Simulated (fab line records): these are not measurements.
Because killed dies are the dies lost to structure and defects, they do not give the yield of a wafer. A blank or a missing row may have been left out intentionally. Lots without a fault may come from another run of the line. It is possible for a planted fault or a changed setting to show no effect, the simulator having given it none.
Lot-split experiment / flow n5-finfet / 21 wafers read across 7 lots, on a route 1938 steps long

## THE SPLIT
At N5_BEOL_M7_TRENCH_ETCH_37 (etches SiCOH lowk in C4F6/O2, target depth 93.478 nm, time 31.2 s), the setting time-s was moved away from the recipe's 31.2 s on 4 of the 21 wafers read, by -10.6% to +8.7%. This setting was run at the recipe's value on the other wafers.

## FROM THE SPLIT TO THE READING: what the file shows between them, 2 steps
- N5_BEOL_M7_ETCH_41: etches SiCN in CH3F/O2, target depth 31.9 nm, time 57.8 s
- N5_BEOL_M7_STRIP_80: strips in N2/H2, time 10 s

## THE READING
trench-depth-nm, in nm, at N5_BEOL_M7_OCD_MEAS_38. Typical for fault-free wafers on this fab line: 93.0 nm, with standard deviation 1.8 nm.

wafer=L077.4; tool, chamber at the split=rie-diel-06, 0; time-s as run, s=31.2; against the recipe=recipe; trench-depth-nm, nm=92.5; against lot-mates on the recipe=-
wafer=L077.5; tool, chamber at the split=rie-diel-06, 0; time-s as run, s=31.2; against the recipe=recipe; trench-depth-nm, nm=92.6; against lot-mates on the recipe=-
wafer=L077.6; tool, chamber at the split=rie-diel-06, 1; time-s as run, s=31.2; against the recipe=recipe; trench-depth-nm, nm=94.1; against lot-mates on the recipe=-
wafer=L076.3; tool, chamber at the split=rie-diel-06, 2; time-s as run, s=31.2; against the recipe=recipe; trench-depth-nm, nm=92.5; against lot-mates on the recipe=-
wafer=L076.4; tool, chamber at the split=rie-diel-06, 1; time-s as run, s=31.2; against the recipe=recipe; trench-depth-nm, nm=92.9; against lot-mates on the recipe=-
wafer=L076.5; tool, chamber at the split=rie-diel-06, 1; time-s as run, s=31.2; against the recipe=recipe; trench-depth-nm, nm=93.6; against lot-mates on the recipe=-
wafer=L083.1; tool, chamber at the split=rie-diel-06, 0; time-s as run, s=31.2; against the recipe=recipe; trench-depth-nm, nm=92.2; against lot-mates on the recipe=-
wafer=L083.5; tool, chamber at the split=rie-diel-06, 3; time-s as run, s=31.2; against the recipe=recipe; trench-depth-nm, nm=92.2; against lot-mates on the recipe=-
wafer=L083.6; tool, chamber at the split=rie-diel-06, 0; time-s as run, s=31.2; against the recipe=recipe; trench-depth-nm, nm=92.4; against lot-mates on the recipe=-
wafer=L085.1; tool, chamber at the split=rie-diel-05, 2; time-s as run, s=31.2; against the recipe=recipe; trench-depth-nm, nm=92.8; against lot-mates on the recipe=-
wafer=L085.2; tool, chamber at the split=rie-diel-05, 0; time-s as run, s=33.42; against the recipe=+7.1%; trench-depth-nm, nm=98.1; against lot-mates on the recipe=+5.3
wafer=L085.4; tool, chamber at the split=rie-diel-05, 1; time-s as run, s=33.42; against the recipe=+7.1%; trench-depth-nm, nm=97.3; against lot-mates on the recipe=+4.5
wafer=L088.1; tool, chamber at the split=rie-diel-05, 1; time-s as run, s=33.92; against the recipe=+8.7%; trench-depth-nm, nm=99.4; against lot-mates on the recipe=+4.0
wafer=L088.2; tool, chamber at the split=rie-diel-05, 2; time-s as run, s=31.2; against the recipe=recipe; trench-depth-nm, nm=94.4; against lot-mates on the recipe=-
wafer=L088.3; tool, chamber at the split=rie-diel-05, 3; time-s as run, s=31.2; against the recipe=recipe; trench-depth-nm, nm=96.5; against lot-mates on the recipe=-
wafer=L090.1; tool, chamber at the split=rie-diel-05, 1; time-s as run, s=31.2; against the recipe=recipe; trench-depth-nm, nm=90.5; against lot-mates on the recipe=-
wafer=L090.2; tool, chamber at the split=rie-diel-05, 3; time-s as run, s=31.2; against the recipe=recipe; trench-depth-nm, nm=95.4; against lot-mates on the recipe=-
wafer=L090.3; tool, chamber at the split=rie-diel-05, 0; time-s as run, s=31.2; against the recipe=recipe; trench-depth-nm, nm=90.6; against lot-mates on the recipe=-
wafer=L092.1; tool, chamber at the split=rie-diel-01, 0; time-s as run, s=31.2; against the recipe=recipe; trench-depth-nm, nm=91.8; against lot-mates on the recipe=-
wafer=L092.2; tool, chamber at the split=rie-diel-01, 3; time-s as run, s=31.2; against the recipe=recipe; trench-depth-nm, nm=93.8; against lot-mates on the recipe=-
wafer=L092.6; tool, chamber at the split=rie-diel-01, 0; time-s as run, s=27.89; against the recipe=-10.6%; trench-depth-nm, nm=82.0; against lot-mates on the recipe=-10.8

FIT RESULTS
A straight line over all 21 wafers: trench-depth-nm changes by +0.838 nm for each +1% of time-s; r = +0.90; the points scatter about the line by 1.5 nm.
The same after taking each lot's own level away (the mean of its wafers on the recipe; 21 wafers): +0.768 nm for each +1%; r = +0.91; scatter 1.4 nm.
On that fit, the largest move of time-s shifts the reading by 8.1 nm.
From 92.17 to 95.45 nm: that is the span of the lots' own levels, equal to 1.8 times the standard deviation above.
Hence the lot-to-lot level has little effect on the slope; both slopes agree.
Check: -6.2 nm against its lot-mates is what the line predicts for one of the wafers moved furthest among these (-10.6%) when that wafer is left out of the fit. It came out at -10.8 nm against them.

## THE WHOLE CHAIN: every reading that the file lists as answering this split, in the file's order
step=N5_BEOL_M7_TRENCH_ETCH_37; what it does=etches SiCOH lowk in C4F6/O2, target depth 93.478 nm, time 31.2 s; reading=etch.depth-nm (the simulator's own value, which no gauge read); change (the file's fit)=+0.758 nm for each +1% of the setting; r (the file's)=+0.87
step=N5_BEOL_M7_TRENCH_ETCH_37; what it does=etches SiCOH lowk in C4F6/O2, target depth 93.478 nm, time 31.2 s; reading=BEOL_M7.feature-depth-nm (the simulator's own value, which no gauge read); change (the file's fit)=+0.756 nm for each +1% of the setting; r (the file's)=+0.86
step=N5_BEOL_M7_OCD_MEAS_38; what it does=; reading=trench-depth-nm; change (the file's fit)=+0.77 nm for each +1% of the setting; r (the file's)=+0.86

## FILE'S OWN FIT
trench-depth-nm changes by +0.77 nm for each +1% of time-s, r = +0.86.
